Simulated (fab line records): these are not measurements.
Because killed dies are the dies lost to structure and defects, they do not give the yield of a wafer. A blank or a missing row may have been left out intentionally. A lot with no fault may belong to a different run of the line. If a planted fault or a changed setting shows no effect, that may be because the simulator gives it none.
Matching of chambers || flow n5_finfet || N5_ILD0_LINER_00 on ald_sin-04 has 4 sister chambers
The step material SiNx, target thk 4 nm, pulse time 1 s, purge time 2 s. 4 wafers are shown with their chamber, then 9 later ones without.

== EACH WAFER AND ITS CHAMBER ==
{"wafer": "L083.4", "chamber": 1, "heater_power_w (W)": 944}
{"wafer": "L088.2", "chamber": 0, "heater_power_w (W)": 895}
{"wafer": "L088.5", "chamber": 3, "heater_power_w (W)": 747}
{"wafer": "L088.6", "chamber": 2, "heater_power_w (W)": 886}

== WAFERS WITHOUT THEIR CHAMBER ==
{"wafer": "L089.1", "heater_power_w (W)": 892}
{"wafer": "L089.4", "heater_power_w (W)": 954}
{"wafer": "L089.6", "heater_power_w (W)": 954}
{"wafer": "L090.2", "heater_power_w (W)": 880}
{"wafer": "L090.3", "heater_power_w (W)": 944}
{"wafer": "L090.6", "heater_power_w (W)": 891}
{"wafer": "L097.3", "heater_power_w (W)": 741}
{"wafer": "L097.4", "heater_power_w (W)": 875}
{"wafer": "L097.6", "heater_power_w (W)": 736}

== CHAMBER TAKEN BY EACH ==
{"wafer": "L089.1", "from the rows above": "can't be placed: 0 or 2", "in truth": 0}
{"wafer": "L089.4", "from the rows above": 1, "in truth": 1}
{"wafer": "L089.6", "from the rows above": 1, "in truth": 1}
{"wafer": "L090.2", "from the rows above": "can't be placed: 2 or 0", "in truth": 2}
{"wafer": "L090.3", "from the rows above": 1, "in truth": 1}
{"wafer": "L090.6", "from the rows above": "can't be placed: 0 or 2", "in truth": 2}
{"wafer": "L097.3", "from the rows above": 3, "in truth": 3}
{"wafer": "L097.4", "from the rows above": "can't be placed: 2 or 0", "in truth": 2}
{"wafer": "L097.6", "from the rows above": 3, "in truth": 3}
Placed correctly: 5 of 9. Not placeable from these rows: 4 (in 4, the candidates include the true chamber). 0 placed wrongly.
How it was worked out, from the rows above alone: a wafer's distance from a chamber is the root of the sum, over the readings, of the square of ((its reading less the chamber's mean) divided by the reading's scatter). The wafer belongs to the nearest chamber; if the next one is less than 2 further off, it can't be placed. The mean given for a chamber averages the wafers shown for that chamber. The scatter (one wafer shown for each chamber): square how far every hidden wafer sits from the nearest shown wafer, average those squares and take the square root.
